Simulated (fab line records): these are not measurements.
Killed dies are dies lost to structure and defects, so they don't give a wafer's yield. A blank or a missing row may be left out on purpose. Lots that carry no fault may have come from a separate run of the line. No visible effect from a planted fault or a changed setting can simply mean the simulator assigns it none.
Chamber matching    flow n5_finfet    rie_si-06 running N5_BEOL_M0_SAQP_MANDREL1_REMOVE_100: 4 sister chambers
The step chemistry HBr/Cl2/O2, target a-Si, stops on SiNx, bt time 10 s. 16 wafers are shown with their chamber, then 8 later ones without.

## WAFERS PAIRED WITH THEIR CHAMBERS
wafer   chamber  drypump_motor_current_A (A)  throttle_valve_pct (%)  he_backside_leak_sccm (sccm)
L077.2  1        5.7                          36.8                    2.6
L077.3  3        5.2                          36.0                    3.3
L077.4  1        5.7                          36.9                    2.5
L080.1  2        4.7                          36.6                    2.9
L080.2  1        5.7                          36.9                    2.6
L080.6  1        5.7                          36.9                    2.7
L081.2  2        4.8                          36.6                    3.0
L081.3  0        6.3                          36.8                    2.4
L081.5  2        4.8                          36.6                    3.2
L086.4  1        5.7                          36.9                    2.5
L086.5  2        4.8                          36.6                    2.8
L086.6  1        5.7                          36.9                    2.5
L089.3  3        5.3                          35.9                    3.3
L089.4  1        5.7                          36.8                    2.5
L089.6  2        4.7                          36.6                    3.2
L091.1  1        5.7                          36.9                    2.6

SIGNATURES (means of the wafers above)
reading                  chamber 0  chamber 1  chamber 2  chamber 3  scatter within a chamber
drypump_motor_current_A  6.300      5.700      4.760      5.250      0.0376
throttle_valve_pct       36.800     36.875     36.600     35.950     0.0408
he_backside_leak_sccm    2.400      2.562      3.020      3.300      0.118
Rule: distance of a wafer from a chamber = root of the sum over the readings of ((wafer's reading minus chamber's mean) / reading's scatter) squared. If the next closest chamber is less than 2 further off than the closest, the wafer can't be placed; otherwise it belongs to the closest. The scatter is the square root of a quotient: the sum, over the shown wafers, of each reading's squared deviation from its chamber's mean, divided by wafers minus chambers.

## WAFERS WHOSE CHAMBER IS MISSING
wafer   drypump_motor_current_A (A)  throttle_valve_pct (%)  he_backside_leak_sccm (sccm)
L091.3  5.2                          35.9                    3.2
L091.4  6.3                          36.8                    2.5
L095.1  4.8                          36.6                    3.2
L095.3  6.3                          36.8                    2.5
L095.4  5.7                          36.9                    2.5
L097.1  5.3                          35.9                    3.2
L097.2  4.8                          36.6                    3.1
L097.5  5.2                          35.9                    3.2

## CHAMBER TAKEN BY EACH
wafer   from the rows above  in truth
L091.3  3                    3
L091.4  0                    0
L095.1  2                    2
L095.3  0                    0
L095.4  1                    1
L097.1  3                    3
L097.2  2                    2
L097.5  3                    3
Placed correctly: 8 of 8. Left unplaced by these rows: 0. Wrongly placed: 0.
